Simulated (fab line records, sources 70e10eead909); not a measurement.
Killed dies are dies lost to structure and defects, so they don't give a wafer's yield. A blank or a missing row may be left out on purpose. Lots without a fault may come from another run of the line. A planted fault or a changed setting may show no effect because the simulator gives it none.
Which tool did it? | flow nand_harc | 13 lots, 39 wafers sampled, at 5 steps of a route of 1302

WHAT THE GAUGES READ, wafer by wafer
NHARC_END_SORT_01.
lot  | measured     | on        | killed_at_array | killed_at_other | killed_at_periphery | killed_dies | killed_open | killed_short
L697 | day 31 15:32 | prober-02 | 80 673 91       | 0 0 0           | 8 4 6               | 88 677 97   | 4 2 3       | 2 4 4
L700 | day 33 05:25 | prober-01 | 48 668 44       | 0 0 0           | 5 9 12              | 53 677 56   | 3 4 3       | 2 3 2

WHICH TOOL RAN EACH LOT (tool, then ch and the chambers of the sampled wafers, then the start)
lot  | NHARC_A_WL_FILL_RTA_01           | NHARC_A_WL_FILL_ALD_02              | NHARC_A_WL_FILL_ETCHBACK_04       | NHARC_A_WL_FILL_STRIP_27
L681 | rtp_anneal-01 ch 0, day 20 03:04 | ald_metal-01 ch 0,2, day 20 03:13   | rie_metal-01 ch 0,1, day 20 04:23 | plasma_asher-02 ch 0,1, day 20 04:45
L683 | rtp_anneal-01 ch 0, day 20 19:46 | ald_metal-01 ch 0,1,3, day 20 20:01 | rie_metal-03 ch 0, day 20 20:54   | plasma_asher-01 ch 0,1, day 20 21:25
L684 | rtp_anneal-02 ch 0, day 21 02:49 | ald_metal-01 ch 0,1,2, day 21 03:03 | rie_metal-01 ch 0,1, day 21 03:52 | plasma_asher-01 ch 0,1, day 21 04:14
L686 | rtp_anneal-01 ch 0, day 22 06:23 | ald_metal-04 ch 0,2,3, day 22 06:37 | rie_metal-02 ch 0,1, day 22 07:28 | plasma_asher-02 ch 0,1, day 22 07:49
L687 | rtp_anneal-02 ch 0, day 22 06:24 | ald_metal-01 ch 2,3, day 22 07:08   | rie_metal-03 ch 0,1, day 22 07:59 | plasma_asher-01 ch 0, day 22 08:21
L688 | rtp_anneal-02 ch 0, day 22 22:38 | ald_metal-02 ch 0,2,3, day 22 23:02 | rie_metal-02 ch 0,1, day 22 23:50 | plasma_asher-01 ch 0,1, day 23 00:13
L689 | rtp_anneal-01 ch 0, day 23 19:49 | ald_metal-02 ch 1,2,3, day 23 20:01 | rie_metal-03 ch 0,1, day 23 21:13 | plasma_asher-02 ch 0,1, day 23 21:34
L690 | rtp_anneal-01 ch 0, day 24 03:05 | ald_metal-01 ch 0,1,3, day 24 03:22 | rie_metal-01 ch 0,1, day 24 04:06 | plasma_asher-01 ch 0,1, day 24 04:30
L698 | rtp_anneal-02 ch 0, day 26 22:09 | ald_metal-02 ch 0,3, day 26 22:20   | rie_metal-03 ch 0,1, day 26 23:11 | plasma_asher-01 ch 0,1, day 27 00:06
L697 | rtp_anneal-01 ch 0, day 27 10:17 | ald_metal-02 ch 0,3, day 27 10:30   | rie_metal-03 ch 0,1, day 27 11:19 | plasma_asher-02 ch 0,1, day 27 11:47
L700 | rtp_anneal-01 ch 0, day 28 09:43 | ald_metal-02 ch 0,2,3, day 28 10:02 | rie_metal-03 ch 0,1, day 28 10:52 | plasma_asher-02 ch 0,1, day 28 11:12
L702 | rtp_anneal-01 ch 0, day 28 21:56 | ald_metal-02 ch 0,1, day 28 22:08   | rie_metal-01 ch 0,1, day 28 22:58 | plasma_asher-01 ch 0,1, day 28 23:20
L704 | rtp_anneal-02 ch 0, day 29 17:01 | ald_metal-01 ch 0,1, day 29 17:13   | rie_metal-02 ch 0,1, day 29 18:02 | plasma_asher-01 ch 0,1, day 29 18:25
- NHARC_A_WL_FILL_RTA_01: time 5 s.
- NHARC_A_WL_FILL_ALD_02: deposits TiN, target thk 2 nm, pulse time 3 s, ald cycles 100.
- NHARC_A_WL_FILL_ETCHBACK_04: etches the open film in NF3, target depth 60 nm, time 120 s.
- NHARC_A_WL_FILL_STRIP_27: strips in N2/H2, time 20 s.

WHAT THE TOOLS THEMSELVES READ (means of the sampled wafers that have a number; where no wafer has one, the mark that the record gives instead)
NHARC_A_WL_FILL_RTA_01.
lot  | tool          | lamp_power_pct (%) | lamp_zone_3_pct (%) | lamp_zone_6_pct (%) | wafer_temp_C_max
L681 | rtp_anneal-01 | 26.7               | 26.7                | 26.6                | 1009.0
L683 | rtp_anneal-01 | 26.6               | 26.7                | 26.6                | 1008.2
L684 | rtp_anneal-02 | 28.8               | 28.8                | 28.7                | 1008.2
L686 | rtp_anneal-01 | 26.7               | 26.6                | 26.6                | 1008.6
L687 | rtp_anneal-02 | 28.7               | 28.8                | 28.7                | 1008.9
L688 | rtp_anneal-02 | 28.7               | 28.7                | 28.7                | 1008.6
L689 | rtp_anneal-01 | 26.7               | 26.7                | 26.7                | 1009.7
L690 | rtp_anneal-01 | 26.7               | 26.7                | 26.6                | 1008.0
L698 | rtp_anneal-02 | 28.7               | 28.7                | 28.6                | 1008.9
L697 | rtp_anneal-01 | 26.6               | 26.7                | 26.6                | 1007.8
L700 | rtp_anneal-01 | 26.7               | 26.7                | 26.7                | 1008.2
L702 | rtp_anneal-01 | 26.7               | 26.7                | 26.7                | 1009.9
L704 | rtp_anneal-02 | 28.7               | 28.7                | 28.7                | 1008.6

NHARC_A_WL_FILL_ALD_02.
lot  | tool         | heater_power_w (W) | precursor_pulse_height_rel
L681 | ald_metal-01 | 999                | 1.006
L683 | ald_metal-01 | 1013               | 0.984
L684 | ald_metal-01 | 1027               | 1.002
L686 | ald_metal-04 | 1019               | 1.008
L687 | ald_metal-01 | 1091               | 1.003
L688 | ald_metal-02 | 1126               | 0.993
L689 | ald_metal-02 | 1080               | 0.989
L690 | ald_metal-01 | 1017               | 1.014
L698 | ald_metal-02 | 1167               | 1.010
L697 | ald_metal-02 | 1097               | 1.012
L700 | ald_metal-02 | 1153               | 0.977
L702 | ald_metal-02 | 1085               | 0.989
L704 | ald_metal-01 | 986                | 1.021

NHARC_A_WL_FILL_ETCHBACK_04.
lot  | tool         | drypump_motor_current_A (A) | oes_product_au (a.u.) | run_length_s (s)
L681 | rie_metal-01 | 5.5                         | 0.990                 | 140.9
L683 | rie_metal-03 | 6.5                         | 0.984                 | 142.0
L684 | rie_metal-01 | 5.5                         | 0.997                 | 141.0
L686 | rie_metal-02 | 5.7                         | 1.001                 | 141.5
L687 | rie_metal-03 | 6.2                         | 1.000                 | 141.0
L688 | rie_metal-02 | 5.8                         | 1.001                 | 141.7
L689 | rie_metal-03 | 6.2                         | 1.001                 | 141.0
L690 | rie_metal-01 | 5.5                         | 0.997                 | 141.2
L698 | rie_metal-03 | 6.3                         | 0.992                 | 141.3
L697 | rie_metal-03 | 6.2                         | 0.996                 | 112.6
L700 | rie_metal-03 | 6.2                         | 0.998                 | 112.5
L702 | rie_metal-01 | 5.1                         | 1.001                 | 140.9
L704 | rie_metal-02 | 5.8                         | 0.999                 | 141.6

NHARC_A_WL_FILL_STRIP_27.
lot  | tool            | drypump_motor_current_A (A) | heater_power_w (W)
L681 | plasma_asher-02 | 5.8                         | 320
L683 | plasma_asher-01 | 5.3                         | 345
L684 | plasma_asher-01 | 5.2                         | 342
L686 | plasma_asher-02 | 5.8                         | 329
L687 | plasma_asher-01 | 5.3                         | 356
L688 | plasma_asher-01 | 5.2                         | 353
L689 | plasma_asher-02 | 5.8                         | 328
L690 | plasma_asher-01 | 5.2                         | 354
L698 | plasma_asher-01 | 5.3                         | 361
L697 | plasma_asher-02 | 5.8                         | 331
L700 | plasma_asher-02 | 5.8                         | 332
L702 | plasma_asher-01 | 5.2                         | 351
L704 | plasma_asher-01 | 5.1                         | 358

THE ANSWER, worked out from the rows above alone
Rule: what is usual is taken from the lots themselves. Put in order of their means at a reading, lots are off if they are a third of the lots or fewer, leave a main group of 4 or more, and stand apart from it by a gap of 3 or more times the standard deviation of the main group's means; of several such gaps the widest counts. A main group whose means are all the same, to the digits that the tables above print for the reading, isn't used. A lot without any number at a reading at which 4 lots or more have one is off too. The other lots that the step has rows for count as sound. The gauges are gone through in route order, then the tools' own readings, and for those a lot's mean is taken as printed above. The first step at which some lot is off is used, and at that step the reading that is off furthest; a lot without a number counts as furthest.
Off: L697, L700, at NHARC_A_WL_FILL_ETCHBACK_04 (run_length_s). The main group: mean 141.3 s, standard deviation 0.35.
A tool fits if, at that step or a process step before it, it ran every lot that is off, and no sound lot after the first of them. One fits: rie_metal-03 at NHARC_A_WL_FILL_ETCHBACK_04. Its last sound lot is L698 (day 26 23:11), its first lot that is off L697 (day 27 11:19): a fault that began between those two fits.
The tool's own readings at NHARC_A_WL_FILL_ETCHBACK_04 bear it out: on the lots that are off they differ by more than 5 times the standard deviation of the sound lots' means. run_length_s reads 112.5 s there against 141.3 s on the sound lots.

WHAT THE SIMULATOR HAD PUT IN
Process parameter drift: rie_metal-03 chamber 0, from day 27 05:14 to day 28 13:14, at NHARC_A_WL_FILL_ETCHBACK_04. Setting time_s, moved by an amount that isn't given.
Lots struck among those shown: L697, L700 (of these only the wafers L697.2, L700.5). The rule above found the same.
